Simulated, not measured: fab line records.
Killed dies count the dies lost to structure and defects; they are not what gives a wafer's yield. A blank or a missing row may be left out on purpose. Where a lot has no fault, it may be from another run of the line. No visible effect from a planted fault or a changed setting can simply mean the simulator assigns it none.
Matching of chambers :: flow nand harc :: NHARC_A_STAIRCASE_DEP_156 on pecvd-04: 3 sister chambers
The step deposits SiNx, target thk 50 nm. 3 wafers are shown with their chamber, then 9 later ones without.

WAFERS, EACH WITH ITS CHAMBER
wafer: L082.1
chamber: 0
heater power w (W): 713

wafer: L082.3
chamber: 1
heater power w (W): 501

wafer: L082.4
chamber: 2
heater power w (W): 753

WAFERS WITH NO CHAMBER GIVEN
wafer: L087.2
heater power w (W): 497

wafer: L087.4
heater power w (W): 780

wafer: L087.6
heater power w (W): 770

wafer: L088.2
heater power w (W): 484

wafer: L088.3
heater power w (W): 780

wafer: L088.4
heater power w (W): 764

wafer: L089.3
heater power w (W): 783

wafer: L089.4
heater power w (W): 783

wafer: L089.6
heater power w (W): 570

THE CHAMBER EACH PASSED THROUGH
wafer: L087.2
from the rows above: 1
in truth: 1

wafer: L087.4
from the rows above: can't be placed: 2 or 0
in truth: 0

wafer: L087.6
from the rows above: can't be placed: 2 or 0
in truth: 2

wafer: L088.2
from the rows above: 1
in truth: 1

wafer: L088.3
from the rows above: can't be placed: 2 or 0
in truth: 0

wafer: L088.4
from the rows above: can't be placed: 2 or 0
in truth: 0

wafer: L089.3
from the rows above: can't be placed: 2 or 0
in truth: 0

wafer: L089.4
from the rows above: can't be placed: 2 or 0
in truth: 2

wafer: L089.6
from the rows above: 1
in truth: 1
Correctly placed: 3 of 9. Unplaceable from these rows: 6, with the true chamber sitting among the candidates in 6. Wrongly placed: 0.
How it was worked out, from the rows above alone: a wafer's distance from a chamber is the root of the sum, over the readings, of the square of ((its reading less the chamber's mean) divided by the reading's scatter). The wafer belongs to the nearest chamber; if the next one is less than 2 further off, it can't be placed. The mean given for a chamber averages the wafers shown for that chamber. The scatter: with one shown wafer a chamber, the root of the mean of the squares of how far each hidden wafer lies from its nearest shown one.
